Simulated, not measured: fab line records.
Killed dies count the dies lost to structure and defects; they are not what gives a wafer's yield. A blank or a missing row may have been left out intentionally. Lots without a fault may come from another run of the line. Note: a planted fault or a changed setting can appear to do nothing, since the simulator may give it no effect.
Chamber matching || flow n5Finfet || N5_BEOL_M8_CURE_74 on uvCure-02: 3 sister chambers
The step cures SiCOH lowk, time 240 s. 6 wafers are shown with their chamber, then 12 later ones without.

WAFERS, EACH WITH ITS CHAMBER
{"wafer": "L075.4", "chamber": 1, "wafer_temp_C_max": 387.1, "lampPowerPct (%)": 52.34}
{"wafer": "L075.6", "chamber": 1, "wafer_temp_C_max": 388.3, "lampPowerPct (%)": 52.25}
{"wafer": "L083.4", "chamber": 0, "wafer_temp_C_max": 386.6, "lampPowerPct (%)": 52.22}
{"wafer": "L083.6", "chamber": 0, "wafer_temp_C_max": 386.8, "lampPowerPct (%)": 52.31}
{"wafer": "L086.3", "chamber": 2, "wafer_temp_C_max": 386.1, "lampPowerPct (%)": 52.27}
{"wafer": "L086.4", "chamber": 2, "wafer_temp_C_max": 386.1, "lampPowerPct (%)": 52.36}

WAFERS WHOSE CHAMBER IS MISSING
{"wafer": "L089.2", "wafer_temp_C_max": 387.3, "lampPowerPct (%)": 52.25}
{"wafer": "L089.3", "wafer_temp_C_max": 389.3, "lampPowerPct (%)": 52.25}
{"wafer": "L089.6", "wafer_temp_C_max": 386.5, "lampPowerPct (%)": 52.33}
{"wafer": "L091.1", "wafer_temp_C_max": 387.3, "lampPowerPct (%)": 52.30}
{"wafer": "L091.2", "wafer_temp_C_max": 387.9, "lampPowerPct (%)": 52.23}
{"wafer": "L091.6", "wafer_temp_C_max": 386.8, "lampPowerPct (%)": 52.29}
{"wafer": "L095.2", "wafer_temp_C_max": 386.8, "lampPowerPct (%)": 52.32}
{"wafer": "L095.5", "wafer_temp_C_max": 387.2, "lampPowerPct (%)": 52.32}
{"wafer": "L095.6", "wafer_temp_C_max": 387.0, "lampPowerPct (%)": 52.28}
{"wafer": "L096.2", "wafer_temp_C_max": 386.5, "lampPowerPct (%)": 52.38}
{"wafer": "L096.4", "wafer_temp_C_max": 386.7, "lampPowerPct (%)": 52.37}
{"wafer": "L096.5", "wafer_temp_C_max": 386.6, "lampPowerPct (%)": 52.37}

THE CHAMBER EACH PASSED THROUGH
{"wafer": "L089.2", "from the rows above": "can't be placed: 1 or 0 or 2", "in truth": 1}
{"wafer": "L089.3", "from the rows above": "can't be placed: 1 or 0", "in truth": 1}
{"wafer": "L089.6", "from the rows above": "can't be placed: 2 or 0 or 1", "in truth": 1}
{"wafer": "L091.1", "from the rows above": "can't be placed: 1 or 0 or 2", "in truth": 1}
{"wafer": "L091.2", "from the rows above": "can't be placed: 1 or 0", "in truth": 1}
{"wafer": "L091.6", "from the rows above": "can't be placed: 0 or 2 or 1", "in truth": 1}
{"wafer": "L095.2", "from the rows above": "can't be placed: 0 or 2 or 1", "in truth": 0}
{"wafer": "L095.5", "from the rows above": "can't be placed: 1 or 0 or 2", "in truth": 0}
{"wafer": "L095.6", "from the rows above": "can't be placed: 0 or 1 or 2", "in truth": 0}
{"wafer": "L096.2", "from the rows above": "can't be placed: 2 or 0 or 1", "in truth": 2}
{"wafer": "L096.4", "from the rows above": "can't be placed: 2 or 0 or 1", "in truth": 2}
{"wafer": "L096.5", "from the rows above": "can't be placed: 2 or 0 or 1", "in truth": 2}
Correct placement for 0 of the 12. Not placeable from these rows: 12 (in 12, the candidates include the true chamber). Wrongly placed: 0.
How it was worked out, from the rows above alone: a wafer's distance from a chamber is the root of the sum, over the readings, of the square of ((its reading less the chamber's mean) divided by the reading's scatter). The wafer belongs to the nearest chamber; if the next one is less than 2 further off, it can't be placed. Each chamber's mean is taken over the wafers shown for it. The scatter is the square root of a quotient: the sum, over the shown wafers, of each reading's squared deviation from its chamber's mean, divided by wafers minus chambers.
